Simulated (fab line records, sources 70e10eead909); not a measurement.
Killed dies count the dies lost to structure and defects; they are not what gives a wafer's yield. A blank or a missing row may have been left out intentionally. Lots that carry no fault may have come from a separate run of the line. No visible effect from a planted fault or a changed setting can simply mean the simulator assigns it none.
Which of the tools did it?	flow nand_harc	at 1 step of a route of 1159, 24 lots with 72 wafers sampled

== WHAT THE GAUGES READ, wafer by wafer ==
NHARC_P_CONTACT_CD_MEAS_12 targets a cd of 90 nm. Usual: cd_nm reads 90.6 nm (standard deviation 0.64).
lot	measured	on	cd_nm (nm)	flag
L074	day 5 07:57	cd_sem-02	90.3 91.4 90.4	
L076	day 6 01:50	cd_sem-01	90.3 91.0 90.9	
L075	day 6 02:55	cd_sem-01	90.7 90.7 91.7	
L078	day 6 06:04	cd_sem-01	90.9 90.9 90.4	
L077	day 6 10:36	cd_sem-01	89.9 90.2 90.1	
L079	day 6 18:22	cd_sem-02	90.1 89.6 88.9	
L080	day 7 02:26	cd_sem-01	91.0 90.9 91.3	
L081	day 7 09:13	cd_sem-01	91.5 90.1 90.6	
L082	day 7 14:53	cd_sem-01	89.7 89.4 90.1	
L083	day 7 15:59	cd_sem-02	90.8 91.3 90.7	
L084	day 7 20:14	cd_sem-03	89.9 89.5 90.1	
L088	day 8 16:58	cd_sem-03	91.3 91.9 90.6	
L085	day 8 17:53	cd_sem-01	90.4 90.4 90.8	
L086	day 8 17:55	cd_sem-03	90.1 91.2 90.2	
L087	day 8 23:34	cd_sem-02	89.9 89.5 90.0	
L089	day 9 12:08	cd_sem-03	90.4 90.9 90.6	
L090	day 9 13:20	cd_sem-03	90.7 90.8 89.6	
L091	day 9 17:17	cd_sem-01	91.6 90.3 91.5	
L093	day 10 06:50	cd_sem-02	90.3 90.7 91.5	
L092	day 10 07:40	cd_sem-02	90.7 91.3 91.3	
L095	day 10 16:03	cd_sem-03	90.3 90.1 89.3	
L094	day 10 16:22	cd_sem-02	90.5 91.2 92.3	
L096	day 11 07:28	cd_sem-03	90.8 90.9 90.1	
L097	day 11 08:26	cd_sem-02	90.2 90.4 91.2	

== WHICH TOOL RAN EACH LOT (tool, then ch and the chambers of the sampled wafers, then the start) ==
No process step before these readings appears in the record.

== WHAT THE TOOLS THEMSELVES READ (means of the sampled wafers that have a number; where no wafer has one, the mark that the record gives instead) ==
The record holds no such reading with a usual standard deviation.

== THE ANSWER, worked out from the rows above alone ==
Rule: take the mean of a lot's wafers that have a number; if it is more than 3 standard deviations from the usual mean, the lot is off. A lot without any number at a reading at which 4 lots or more have one is off too. Where the step has rows for the other lots, those lots are counted as sound. After the gauges, taken in route order, come the tools' own readings; for these a lot's mean is taken, as printed above. At the first step where some lot is off, the reading lying furthest off is the one used; lots without a number count as furthest.
Across all readings shown, no lot is off: no conclusion can be drawn from this.

== WHAT THE SIMULATOR HAD INSERTED ==
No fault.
